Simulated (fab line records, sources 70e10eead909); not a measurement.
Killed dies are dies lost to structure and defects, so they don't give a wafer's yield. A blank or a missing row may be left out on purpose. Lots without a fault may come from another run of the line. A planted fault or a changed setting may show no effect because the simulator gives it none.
Problem report in the 8D (eight disciplines) form, filled by code | flow nand_harc | the parts of the form that need people (team, actions taken, sign-off) are left out

1. THE PROBLEM
thk_nm at NHARC_A_ONON_D1_THK_MEAS_02 reads a mean of 671 nm on 3 wafers of 2 lots; wafers without a fault read 997 nm with a standard deviation of 9.4. That is -35 standard deviations from the usual mean.
The step: measures by ellipsometry.
First seen on wafer L913.5, day 9 23:40, on film_metro-01. The record holds 37 wafers of 13 lots with a number at this step. Rule for "out", or "out of limits": more than 4 standard deviations from the usual mean. The other wafers with a number count as sound.

2. WHAT IT IS AND WHAT IT IS NOT
question                    | is                           | is not
which readings at this step | thk_nm                       | -
which lots                  | L913, L919                   | L905, L906, L907, L908, L909, L910, L911, L912, L924, L925, L926
which wafers of those lots  | L913.5, L919.4, L919.5       | L919.1
read on which gauges        | film_metro-01, film_metro-02 | -
when                        | from day 9 23:40             | up to then (24 sound wafers); but 10 sound wafers of L919, L924, L925, L926 came after

3. SUSPECTS, AND WHAT RULES EACH OUT
Counting: a tool at a process step up to the reading stays a suspect if it ran every lot that is out. Sound lots after the first of them don't rule it out here, since some wafers of a struck lot are sound.
- the gauge at NHARC_A_ONON_D1_THK_MEAS_02: ruled out. The wafers that are out were read on 2 gauges (film_metro-01, film_metro-02).
- pecvd_onon-03 at NHARC_A_ONON_D1_DEP_00 (target thk 1000 nm): kept. It ran every lot that is out, first L913 (day 9 23:23); its last sound lot up to then is L912 (day 9 06:59).
Left after counting: pecvd_onon-03 at NHARC_A_ONON_D1_DEP_00.

4. THE CAUSE (what the simulator had put in)
Process parameter drift: pecvd_onon-03, from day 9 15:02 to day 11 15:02, at NHARC_A_ONON_D1_DEP_00. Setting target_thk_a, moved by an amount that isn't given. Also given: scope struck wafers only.
Counting left only this tool.

5. THE CHAIN OF EFFECTS, in route order
Each row: a reading whose mean over the struck wafers that have a number lies more than 3 standard deviations from the usual. Only readings for which the record gives a usual standard deviation are gone through. hours: the time from each lot's start at the first step in this table that gives one to its start at this step, as a median over the lots. sigmas: the change in usual standard deviations.
hours | step                        | reading | usual  | on struck wafers | change | sigmas
0     | NHARC_A_ONON_D1_THK_MEAS_02 | thk_nm  | 997 nm | 671              | -326   | -35

6. WHAT WOULD HAVE CAUGHT IT SOONER
In this record the first reading out of limits at a measuring or inspecting step was taken at day 9 23:40, 9 hours after the fault began at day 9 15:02.
Of the lots that are out (2), L919 began NHARC_A_ONON_D1_DEP_00 on pecvd_onon-03 after day 9 23:40. A hold on the tool at that time would have spared it.
